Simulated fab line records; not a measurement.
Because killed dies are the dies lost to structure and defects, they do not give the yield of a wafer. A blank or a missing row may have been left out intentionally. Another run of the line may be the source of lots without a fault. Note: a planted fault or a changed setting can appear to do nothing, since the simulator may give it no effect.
Chamber matching | flow nand_harc | NHARC_A_CHANNEL_HOLE_D1_ETCH_44 on rie_diel-13 has 4 sister chambers
The step etches the open film in CF4/O2, target depth 140 nm, overetch 14 nm, time 77 s. 8 wafers are shown with their chamber, then 9 later ones without.

== EACH WAFER AND ITS CHAMBER ==
wafer  | chamber | showerhead_plenum_p_Torr (Torr) | drypump_motor_current_A (A)
L918.4 | 0       | 1.31                            | 5.4
L919.3 | 3       | 1.39                            | 5.3
L925.2 | 0       | 1.31                            | 5.5
L925.4 | 1       | 1.32                            | 6.5
L925.6 | 2       | 1.31                            | 6.2
L929.1 | 2       | 1.31                            | 6.3
L929.3 | 1       | 1.32                            | 6.5
L929.5 | 3       | 1.38                            | 5.3

== WAFERS MISSING THEIR CHAMBER ==
wafer  | showerhead_plenum_p_Torr (Torr) | drypump_motor_current_A (A)
L934.1 | 1.31                            | 6.3
L934.2 | 1.31                            | 5.4
L934.6 | 1.31                            | 6.3
L936.3 | 1.32                            | 6.5
L936.5 | 1.38                            | 5.3
L936.6 | 1.31                            | 5.4
L938.3 | 1.31                            | 5.5
L938.4 | 1.38                            | 5.3
L938.6 | 1.31                            | 5.5

== CHAMBER TAKEN BY EACH ==
wafer  | from the rows above | in truth
L934.1 | 2                   | 2
L934.2 | 0                   | 0
L934.6 | 2                   | 2
L936.3 | 1                   | 1
L936.5 | 3                   | 3
L936.6 | 0                   | 0
L938.3 | 0                   | 0
L938.4 | 3                   | 3
L938.6 | 0                   | 0
Placed correctly: 9 of 9. From these rows, 0 cannot be placed. 0 placed wrongly.
How it was worked out, from the rows above alone: a wafer's distance from a chamber is the root of the sum, over the readings, of the square of ((its reading less the chamber's mean) divided by the reading's scatter). The wafer belongs to the nearest chamber; if the next one is less than 2 further off, it can't be placed. A chamber's mean is the mean of its shown wafers. The scatter: the root of (the sum of the squares of (reading less its chamber's mean) over the shown wafers, divided by (wafers less chambers)).
